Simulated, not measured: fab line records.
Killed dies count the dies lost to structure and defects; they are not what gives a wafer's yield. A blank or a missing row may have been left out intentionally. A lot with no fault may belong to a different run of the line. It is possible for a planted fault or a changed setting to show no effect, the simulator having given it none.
fab line records -- flow nandHarc
record lots=12, wafers=36, lastDay=33
route steps=1302 shown P_M1@297 END@1302
lots untouched by any fault: they come from a run of this same line in which no faults occurred
startH: hours from the record's first day to the start of the lot's first wafer shown -- waitH: time in hours since the lot's previous step -- " same as the row above -- L1.1+2: one row covering several wafers at once -- - no value, or no start given -- * or withheld: withheld -- < > ~ a bound
route shown NAME@n: names a module that has steps shown in the file, with the first one's number in the route -- usual: mean/standard deviation taken from wafers without a fault -- same: alike in all rows -- chamber/n: place in a boat -- sites: per-site readings -- _std_site: the standard deviation of these -- _edge_site: mean of outer sites minus mean of inner sites -- radiusMm: for every site, how far away it sits from the centre of the wafer -- mask NAME#n: copy n -- behind: tool/chamber where the wafer was last shaped -- hold: cause of the lot's hold/its duration in hours/its outcome -- device: the transistor (n, p or np) that didn't switch -- end of line: the route-end tests of the same wafers -- where a step has no rows: the recipe by itself -- killed: not the wafer's yield, but the dies lost to structure and defects at the first sort -- map: a wafer's dies, x killed, . not, _ none there
set.NAME: the run value of the setting; set.NAME@STEP: its run value at that earlier step -- model.NAME: the simulator's own value behind a step, which no gauge read
route steps across a sampled set of lots; one table per step, one row per wafer
services: from which hour (startH, from the record's first day; less than 0 if before it) a tool's chamber was out of use, for how many hours, and why
## steps
# step NHARC_P_M1_INSPECT_11
# usual rawDefectCount=4.6/2.9
lot.wafer,tool,chamber,startH,waitH,rawDefectCount
L461.2,defectInspect-01,-,136.37,0.0,8
L461.4,defectInspect-01,-,136.37,0.0,1
L461.5,defectInspect-01,-,136.37,0.0,3
L462.4,defectInspect-02,-,140.95,0.0,9
L462.5,defectInspect-02,-,140.95,0.0,7
L462.6,defectInspect-02,-,140.95,0.0,8
L463.2,defectInspect-02,-,154.89,0.0,1
L463.3,defectInspect-02,-,154.89,0.0,8
L463.6,defectInspect-02,-,154.89,0.0,6
L464.1,defectInspect-02,-,170.26,0.0,12
L464.3,defectInspect-02,-,170.26,0.0,3
L464.6,defectInspect-02,-,170.26,0.0,5
L466.3,defectInspect-01,-,182.70,0.0,6
L466.5,defectInspect-01,-,182.70,0.0,2
L466.6,defectInspect-01,-,182.70,0.0,5
L467.1,defectInspect-01,-,194.33,0.0,3
L467.4,defectInspect-01,-,194.33,0.0,1
L467.6,defectInspect-01,-,194.33,0.0,4
L468.1,defectInspect-02,-,211.54,0.0,4
L468.2,defectInspect-02,-,211.54,0.0,10
L468.5,defectInspect-02,-,211.54,0.0,10
L470.1,defectInspect-01,-,229.85,0.0,9
L470.3,defectInspect-01,-,229.85,0.0,8
L470.6,defectInspect-01,-,229.85,0.0,5
L471.1,defectInspect-02,-,247.59,0.0,3
L471.4,defectInspect-02,-,247.59,0.0,6
L471.6,defectInspect-02,-,247.59,0.0,6
L472.2,defectInspect-02,-,248.82,0.0,6
L472.4,defectInspect-02,-,248.82,0.0,5
L472.6,defectInspect-02,-,248.82,0.0,5
L474.1,defectInspect-02,-,273.59,0.0,4
L474.4,defectInspect-02,-,273.59,0.0,5
L474.6,defectInspect-02,-,273.59,0.0,3
L483.1,defectInspect-01,-,352.70,0.0,2
L483.2,defectInspect-01,-,352.70,0.0,0
L483.4,defectInspect-01,-,352.70,0.0,1
# step NHARC_P_M1_ETCH_35
# recipe targetDepthA=400, overetchA=120, timeS=43.94, ionEnergyEv=200, n2FlowSccm=150, h2FlowSccm=150, arFlowSccm=0, rfW=400, biasW=150, chemistry=N2/H2
# usual drypumpMotorCurrentA=5.9/0.5, oesProductAu=0.999/0.0099, rfVppV=430.8/2.2, showerheadPlenumPTorr=2.05/0.078, throttleValvePct=14.171/0.0087
lot.wafer,tool,chamber,startH,waitH,drypumpMotorCurrentA,oesProductAu,rfHoursCounterH,rfVppV,showerheadPlenumPTorr,throttleValvePct
L461.4,rieDiel-12,2,136.52,0.1,5.3,1.005,15,430.8,2.02,14.171
L461.2,rieDiel-12,3,136.52,0.1,5.7,0.998,15,433.3,2.11,14.173
L461.5,rieDiel-12,1,136.52,0.1,5.8,0.987,-,433.7,2.19,14.176
L462.4,rieDiel-10,0,141.10,0.1,5.9,1.007,5,429.5,1.98,14.186
L462.5,rieDiel-10,2,141.10,0.1,6.0,0.985,-,429.1,1.98,14.179
L462.6,rieDiel-10,3,141.10,0.1,6.2,0.992,-,432.7,2.10,14.152
L463.3,rieDiel-13,1,155.03,0.1,5.1,0.996,9,434.1,2.18,14.172
L463.2,rieDiel-13,2,155.03,0.1,5.3,1.015,9,428.4,1.98,14.187
L463.6,rieDiel-13,1,155.03,0.1,5.1,0.987,-,435.3,2.17,14.168
L464.3,rieDiel-10,3,170.41,0.1,6.2,0.988,7,431.8,2.10,14.181
L464.1,rieDiel-10,0,170.41,0.1,5.9,1.004,7,429.0,1.98,14.176
L464.6,rieDiel-10,3,170.41,0.1,6.2,0.984,-,431.5,2.10,14.183
L466.3,rieDiel-10,0,182.88,0.1,5.9,1.000,9,429.0,1.98,14.189
L466.6,rieDiel-10,3,182.88,0.1,6.2,1.000,-,432.2,2.10,14.183
L466.5,rieDiel-10,0,182.88,0.1,5.9,1.022,-,429.1,1.98,14.173
L467.4,rieDiel-13,2,194.47,0.1,5.3,1.013,1,428.5,1.98,14.185
L467.1,rieDiel-13,0,194.47,0.1,6.7,1.011,1,427.7,1.96,14.164
L467.6,rieDiel-13,3,194.47,0.1,6.3,0.995,-,432.0,2.09,14.176
L468.2,rieDiel-10,2,211.70,0.1,6.0,0.984,10,428.6,1.98,14.164
L468.1,rieDiel-10,0,211.70,0.1,5.9,0.988,13,429.3,1.98,14.178
L468.5,rieDiel-10,2,211.70,0.1,6.0,0.992,-,429.3,1.98,14.165
L470.1,rieDiel-10,2,229.99,0.1,6.1,0.983,11,429.2,1.98,14.174
L470.3,rieDiel-10,0,229.99,0.1,5.9,1.011,14,428.3,1.98,14.167
L470.6,rieDiel-10,3,229.99,0.1,6.2,0.990,-,434.4,2.10,14.173
L471.4,rieDiel-13,1,247.73,0.1,5.1,0.986,4,433.3,2.17,14.168
L471.1,rieDiel-13,2,247.73,0.1,5.3,1.001,3,429.2,1.98,14.174
L471.6,rieDiel-13,2,247.73,0.1,5.3,0.993,-,428.8,1.98,14.175
L472.2,rieDiel-13,3,249.19,0.3,6.3,0.987,4,431.3,2.09,14.167
L472.4,rieDiel-13,2,249.19,0.3,5.3,0.998,4,428.7,1.98,14.169
L472.6,rieDiel-13,0,249.19,0.3,6.8,1.012,-,428.5,1.96,14.173
L474.4,rieDiel-13,2,273.75,0.1,5.3,1.009,5,427.5,1.98,14.171
L474.1,rieDiel-13,3,273.75,0.1,6.3,1.000,5,431.8,2.08,14.162
L474.6,rieDiel-13,1,273.75,0.1,5.1,0.999,-,434.1,2.17,14.171
L483.4,rieDiel-12,3,352.86,0.1,5.7,0.995,20,431.2,2.09,14.184
L483.1,rieDiel-12,0,352.86,0.1,6.3,1.020,19,436.2,2.21,14.185
L483.2,rieDiel-12,1,352.86,0.1,5.8,1.016,18,433.7,2.17,14.177
# step NHARC_P_M1_DEGAS_29
# recipe tempC=250, timeS=60
# usual heaterPowerW=328/31
lot.wafer,tool,chamber,startH,waitH,heaterPowerW
L461.4,pvdSputter-01,-,137.45,-,339
L461.2,pvdSputter-01,-,137.45,-,386
L461.5,pvdSputter-01,-,137.45,-,349
L462.4,pvdSputter-03,-,142.06,-,371
L462.5,pvdSputter-03,-,142.06,-,289
L462.6,pvdSputter-03,-,142.06,-,372
L463.2,pvdSputter-02,-,155.97,-,339
L463.3,pvdSputter-02,-,155.97,-,359
L463.6,pvdSputter-02,-,155.97,-,336
L464.1,pvdSputter-01,-,171.35,-,389
L464.3,pvdSputter-01,-,171.35,-,345
L464.6,pvdSputter-01,-,171.35,-,288
L466.3,pvdSputter-03,-,183.84,-,304
L466.5,pvdSputter-03,-,183.84,-,283
L466.6,pvdSputter-03,-,183.84,-,352
L467.1,pvdSputter-03,-,195.41,-,357
L467.4,pvdSputter-03,-,195.41,-,285
L467.6,pvdSputter-03,-,195.41,-,347
L468.1,pvdSputter-02,-,212.66,-,331
L468.2,pvdSputter-02,-,212.66,-,342
L468.5,pvdSputter-02,-,212.66,-,348
L470.3,pvdSputter-03,-,230.92,-,353
L470.1,pvdSputter-03,-,230.92,-,293
L470.6,pvdSputter-03,-,230.92,-,292
L471.4,pvdSputter-03,-,248.68,-,293
L471.1,pvdSputter-03,-,248.68,-,298
L471.6,pvdSputter-03,-,248.68,-,326
L472.2,pvdSputter-02,-,250.14,-,338
L472.4,pvdSputter-02,-,250.14,-,357
L472.6,pvdSputter-02,-,250.14,-,331
L474.4,pvdSputter-01,-,274.66,-,375
L474.1,pvdSputter-01,-,274.66,-,304
L474.6,pvdSputter-01,-,274.66,-,374
L483.4,pvdSputter-01,-,353.95,-,392
L483.1,pvdSputter-01,-,353.95,-,291
L483.2,pvdSputter-01,-,353.95,-,347
# step NHARC_P_M1_ECD_22
# recipe targetThkA=4000, bathTempC=25, material=Cu
lot.wafer,tool,chamber,startH,waitH
L461.2+4+5,ecdCu-01,"0,0,1",137.86,-
L462.4+5+6,ecdCu-02,"1,0,1",142.56,-
L463.2+3+6,ecdCu-01,1,156.38,-
L464.1+3+6,ecdCu-01,"1,1,0",171.72,-
L466.3+5+6,ecdCu-02,"0,1,0",184.34,-
L467.1+4+6,ecdCu-02,"1,0,1",195.81,-
L468.1+2+5,ecdCu-02,"0,1,1",213.02,-
L470.1+3+6,ecdCu-01,"1,0,1",231.35,-
L470.1+3+6,ecdCu-01,"1,0,1",231.89,-
L471.1+4+6,ecdCu-01,"0,0,1",249.08,-
L472.2+4+6,ecdCu-01,"1,0,1",250.49,-
L472.2+4+6,ecdCu-01,"1,0,1",251.03,0.5
L474.1+4+6,ecdCu-02,"0,0,1",275.07,-
L474.1+4+6,ecdCu-02,"0,0,1",275.61,0.5
L483.1+2+4,ecdCu-01,"0,1,0",354.31,-
# step NHARC_P_M1_CMP_23
# recipe tOverpolishS=20, targetThkNm=157.82
# usual motorCurrentA=12.0/1.3, slurryFlowMlMin=150.0/0.47, timeToEndpointS=27.5/2.5
# same tOverpolishS=20
lot.wafer,tool,chamber,startH,waitH,motorCurrentA,slurryFlowMlMin,timeToEndpointS
L461.4,cmp-04,0,138.53,-,13.0,149.7,31.6
L461.2,cmp-04,1,138.53,-,12.8,149.6,27.9
L461.5,cmp-04,0,138.53,-,13.8,151.2,30.7
L462.4,cmp-03,3,143.16,-,11.6,150.2,31.2
L462.5,cmp-03,2,143.16,-,15.0,150.1,25.3
L462.6,cmp-03,3,143.16,-,11.7,150.5,28.5
L463.3,cmp-02,0,157.07,-,11.4,149.6,29.0
L463.2,cmp-02,2,157.07,-,12.7,150.7,31.5
L463.6,cmp-02,0,157.07,-,10.5,149.8,27.4
L464.1,cmp-02,0,172.47,-,10.8,149.9,27.6
L464.3,cmp-02,2,172.47,-,13.1,149.1,30.1
L464.6,cmp-02,0,172.47,-,10.0,149.4,27.5
L466.3,cmp-03,1,185.00,-,11.0,150.5,27.4
L466.5,cmp-03,2,185.00,-,14.7,149.8,26.3
L466.6,cmp-03,3,185.00,-,12.2,150.8,31.2
L467.4,cmp-03,2,196.51,-,15.1,150.1,27.3
L467.1,cmp-03,0,196.51,-,12.3,149.4,23.2
L467.6,cmp-03,1,196.51,-,10.6,149.8,26.2
L468.1,cmp-04,3,213.75,-,12.0,150.1,29.8
L468.2,cmp-04,2,213.75,-,10.6,150.1,28.3
L468.5,cmp-04,0,213.75,-,13.7,150.1,31.4
L470.1,cmp-03,3,232.67,-,11.6,149.9,56.6
L470.3,cmp-03,0,232.67,-,12.6,149.9,52.8
L470.6,cmp-03,2,232.67,-,14.8,150.0,53.1
L471.1,cmp-03,3,249.76,-,11.3,149.5,29.0
L471.4,cmp-03,2,249.76,-,14.6,149.8,24.2
L471.6,cmp-03,0,249.76,-,12.0,150.5,26.0
L472.2,cmp-04,3,251.83,-,12.0,149.9,55.4
L472.4,cmp-04,1,251.83,-,12.4,149.1,52.5
L472.6,cmp-04,2,251.83,-,10.9,150.2,56.5
L474.4,cmp-04,3,276.37,-,11.8,149.9,53.3
L474.1,cmp-04,0,276.37,-,13.3,150.2,60.0
L474.6,cmp-04,3,276.37,-,11.0,149.3,54.8
L483.4,cmp-04,2,355.03,-,10.3,150.0,24.0
L483.2,cmp-04,0,355.03,-,13.4,150.8,31.2
L483.1,cmp-04,1,355.03,-,13.0,149.1,23.5
# step NHARC_END_SORT_01
# recipe tempC=25
# usual defectLimitedYield=91/3.2, killedAtArray=53/21, killedAtOther=0.8/1.1, killedAtPeriphery=4.2/2.7, killedDies=58/22, killedOpen=3.4/1.9, killedShort=2.5/1.6, sort_bin_2_pct=3.1/1.4, sort_bin_3_pct=0.6/0.43, sort_bin_4_pct=4.9/1.7, sortNPass=619/22, sortRimYieldPct=96.9/1.8, sortYieldPct=91/3.2
# same grossDies=677, sort_bin_5_pct[%]=0, sort_bin_6_pct[%]=0, sort_bin_7_pct[%]=0, sort_bin_8_pct[%]=0, sortRimNGross=106.00
lot.wafer,tool,chamber,startH,waitH,defectLimitedYield[%],killedAtArray,killedAtOther,killedAtPeriphery,killedDies,killedOpen,killedShort,sort_bin_2_pct[%],sort_bin_3_pct[%],sort_bin_4_pct[%],sortNPass,sortRimYieldPct[%],sortYieldPct[%]
L463.2,prober-02,0,605.62,2.8,95,27,0,6,33,1,2,1.6,0.4,2.8,644,98.1,95
L463.3,prober-02,0,606.43,3.1,95,29,2,3,34,2,5,1.2,0.4,3.4,643,99.1,95
L463.6,prober-02,0,608.86,4.0,96,23,1,4,28,1,3,0.7,0.1,3.2,649,97.2,96
L470.1,prober-02,0,685.06,2.5,92,52,0,5,57,2,4,3.0,0.7,4.7,620,96.2,92
L470.3,prober-02,0,686.67,3.1,88,70,0,8,78,5,4,4.0,1.0,6.5,599,98.1,88
L470.6,prober-02,0,689.08,4.0,92,48,0,5,53,2,2,4.1,0.1,3.5,624,99.1,92
L472.2,prober-02,0,697.25,2.8,93,41,0,4,45,1,3,2.8,0.6,3.2,632,99.1,93
L472.4,prober-02,0,698.83,3.4,93,46,0,4,50,2,2,2.8,0.4,4.1,627,98.1,93
L472.6,prober-02,0,700.40,3.9,93,43,1,4,48,3,1,3.2,0.3,3.5,629,100.0,93
# killed by level:class
L463.2 A_CONTACT:chamberFilmFlake=8 A_CHANNEL_HOLE_D2:chamberFilmFlake=6 P_M2:chamberFilmFlake=5 A_CHANNEL_HOLE_D1:chamberFilmFlake=4 A_SLIT:chamberFilmFlake=4 A_ONON_D1:geometricParticle:short=1 A_CHANNEL_FILL_D2:geometricParticle:short=1 A_M0:geometricParticle:open=1
L463.3 A_CHANNEL_HOLE_D2:chamberFilmFlake=11 A_CONTACT:chamberFilmFlake=4 A_WL_FILL:geometricParticle:short=3 A_ZERO_WELL:chamberFilmFlake=2 A_CHANNEL_HOLE_D1:chamberFilmFlake=2 A_STAIRCASE:chamberFilmFlake=2 THIN_TSV:chamberFilmFlake=2 P_CONTACT:geometricParticle:short=1
L463.6 A_CHANNEL_HOLE_D2:chamberFilmFlake=7 A_CONTACT:chamberFilmFlake=4 P_ZERO_WELL:chamberFilmFlake=3 A_CHANNEL_HOLE_D1:chamberFilmFlake=3 A_ONON_D1:geometricParticle:short=2 A_SLIT:chamberFilmFlake=2 A_ONON_D1:geometricParticle:open=1 A_M0:geometricParticle:short=1
L470.1 A_SLIT:chamberFilmFlake=26 A_CHANNEL_HOLE_D1:chamberFilmFlake=8 A_CHANNEL_HOLE_D2:chamberFilmFlake=6 A_CONTACT:chamberFilmFlake=4 P_GATE:chamberFilmFlake=3 A_CHANNEL_FILL_D1:geometricParticle:short=2 A_ONON_D1:geometricParticle:short=1 A_CHANNEL_HOLE_D1:geometricParticle:open=1
L470.3 A_SLIT:chamberFilmFlake=32 A_CHANNEL_HOLE_D2:chamberFilmFlake=22 A_CONTACT:chamberFilmFlake=5 P_BONDPAD:chamberFilmFlake=3 A_CHANNEL_HOLE_D1:chamberFilmFlake=3 P_M0:geometricParticle:open=2 P_ZERO_WELL:chamberFilmFlake=2 P_CONTACT:geometricParticle:short=1
L470.6 A_SLIT:chamberFilmFlake=23 A_CHANNEL_HOLE_D2:chamberFilmFlake=13 P_BONDPAD:chamberFilmFlake=3 A_M1:chamberFilmFlake=2 A_CONTACT:chamberFilmFlake=2 A_ONON_D1:geometricParticle:open=1 A_DECK1_JOINT:geometricParticle:short=1 A_SGD_CUT:geometricParticle:short=1
L472.2 A_CHANNEL_HOLE_D1:chamberFilmFlake=32 P_CONTACT:chamberFilmFlake=4 A_CONTACT:chamberFilmFlake=3 A_ONON_D2:geometricParticle:short=2 A_SGD_CUT:geometricParticle:short=1 A_M1:geometricParticle:open=1 A_STAIRCASE:chamberFilmFlake=1 A_SLIT:chamberFilmFlake=1
L472.4 A_CHANNEL_HOLE_D1:chamberFilmFlake=36 A_CONTACT:chamberFilmFlake=4 P_CONTACT:chamberFilmFlake=2 A_SLIT:chamberFilmFlake=2 P_CONTACT:geometricParticle:short=1 P_M1:geometricParticle:open=1 A_ONON_D2:geometricParticle:open=1 A_WL_FILL:geometricParticle:short=1
L472.6 A_CHANNEL_HOLE_D1:chamberFilmFlake=37 P_CONTACT:chamberFilmFlake=2 A_WL_FILL:geometricParticle:short=1 A_CONTACT:geometricParticle:open=1 A_M0:geometricParticle:open=1 STARTING-WAFER:geometricParticle:open=1 P_STI:chamberFilmFlake=1 P_GATE:chamberFilmFlake=1
## services
tool,chamber,startH,hours,kind
rieDiel-10,2,120.25,3.6,repair
ecdCu-01,-,125.82,1.5,repair
cmp-03,-,152.25,3.0,repair
ecdCu-01,-,160.37,8.0,pm
cmp-03,-,162.12,4.0,pm
rieDiel-13,-,165.04,9.0,pm
pvdSputter-03,-,170.04,10.0,pm
rieDiel-10,1,174.37,9.7,repair
cmp-04,-,184.05,4.0,pm
rieDiel-10,2,193.23,9.9,repair
pvdSputter-03,-,210.11,8.5,repair
ecdCu-02,-,215.24,0.9,repair
rieDiel-10,-,242.71,9.0,pm
ecdCu-02,-,244.00,8.0,pm
rieDiel-13,3,250.87,5.1,repair
cmp-03,-,256.44,0.8,repair
cmp-03,-,260.12,4.0,pm
pvdSputter-03,-,277.93,1.9,repair
cmp-04,-,282.05,4.0,pm
rieDiel-13,2,294.07,4.5,repair
rieDiel-13,2,300.73,6.7,repair
ecdCu-02,-,310.85,5.6,repair
ecdCu-01,-,329.86,1.8,repair
ecdCu-01,-,336.37,8.0,pm
## key
firstSign step=NHARC_P_M1_ECD_22, reading=visit, direction=added
effect step=NHARC_P_M1_CMP_23, reading=timeToEndpointS, direction=up, sigmas=11, usual=*, struck=*
metAt NHARC_P_M1_ECD_22
struckLots L470,L472,L474
notActingAt NHARC_P_M1_INSPECT_11,NHARC_P_M1_ETCH_35,NHARC_P_M1_DEGAS_29
fault kind=repeatedStepWhole, tool=ecdCu-01,ecdCu-02, chamber=-, onsetH=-, steps=NHARC_P_M1_ECD_22, times=1, scope=struckLotsOnly
